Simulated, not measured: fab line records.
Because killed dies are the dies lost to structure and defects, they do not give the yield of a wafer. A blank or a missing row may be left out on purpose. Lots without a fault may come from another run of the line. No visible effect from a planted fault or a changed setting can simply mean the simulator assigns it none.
Matching of chambers -- flow nand harc -- NHARC_P_GATE_DESCUM_48 on rie diel-06: 4 sister chambers
The step chemistry O2, time 3 s. 16 wafers are shown with their chamber, then 8 later ones without.

## EACH WAFER AND ITS CHAMBER
wafer,chamber,oes product au (a.u.),throttle valve pct (%),rf vpp V (V)
L600.1,1,0.993,11.314,59.2
L600.2,2,0.996,11.315,57.5
L600.4,0,0.989,11.315,58.7
L601.4,0,0.988,11.326,57.3
L601.5,2,0.996,11.319,58.3
L601.6,1,0.998,11.327,56.3
L603.1,3,0.982,11.327,59.7
L603.3,1,0.996,11.309,57.4
L603.5,1,0.994,11.308,57.2
L605.2,3,0.998,11.305,58.2
L605.4,2,1.011,11.320,57.1
L605.6,2,0.999,11.311,58.9
L607.1,1,1.001,11.313,56.4
L607.2,2,0.996,11.303,56.7
L607.4,1,0.991,11.290,58.0
L611.3,3,0.988,11.303,57.3

SIGNATURES, as means of the wafers listed above
reading,chamber 0,chamber 1,chamber 2,chamber 3,scatter within a chamber
oes product au,0.98850,0.99550,0.99960,0.98933,0.00552
throttle valve pct,11.32050,11.31017,11.31360,11.31167,0.0105
rf vpp V,58.000,57.417,57.700,58.400,1.04
Rule: a wafer lies at a distance from a chamber equal to the root of the sum of squares, over the readings, of (its reading less the chamber's mean, divided by the reading's scatter). If the next closest chamber is less than 2 further off than the closest, the wafer can't be placed; otherwise it belongs to the closest. How the scatter is found: for the shown wafers, subtract from each reading the mean of its chamber, square and add these, divide the total by (wafers less chambers), then take the root.

## WAFERS WITH NO CHAMBER GIVEN
wafer,oes product au (a.u.),throttle valve pct (%),rf vpp V (V)
L611.5,0.988,11.311,57.5
L611.6,0.995,11.327,57.0
L622.1,0.995,11.313,56.9
L622.2,0.993,11.298,58.3
L622.6,0.983,11.304,56.1
L623.3,1.004,11.321,57.7
L623.4,1.008,11.303,57.2
L623.5,0.997,11.300,58.5

## WHICH CHAMBER EACH WENT THROUGH
wafer,from the rows above,in truth
L611.5,can't be placed: 3 or 0 or 1 or 2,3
L611.6,can't be placed: 0 or 1 or 2 or 3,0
L622.1,can't be placed: 1 or 2 or 0 or 3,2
L622.2,can't be placed: 3 or 1 or 2 or 0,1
L622.6,can't be placed: 3 or 0 or 1 or 2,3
L623.3,can't be placed: 2 or 1 or 0 or 3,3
L623.4,can't be placed: 2 or 1 or 3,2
L623.5,can't be placed: 1 or 2 or 3 or 0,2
Placed correctly: 0 of 8. Can't be placed from these rows: 8 (the true chamber is among the candidates in 8). Placed wrongly: 0.
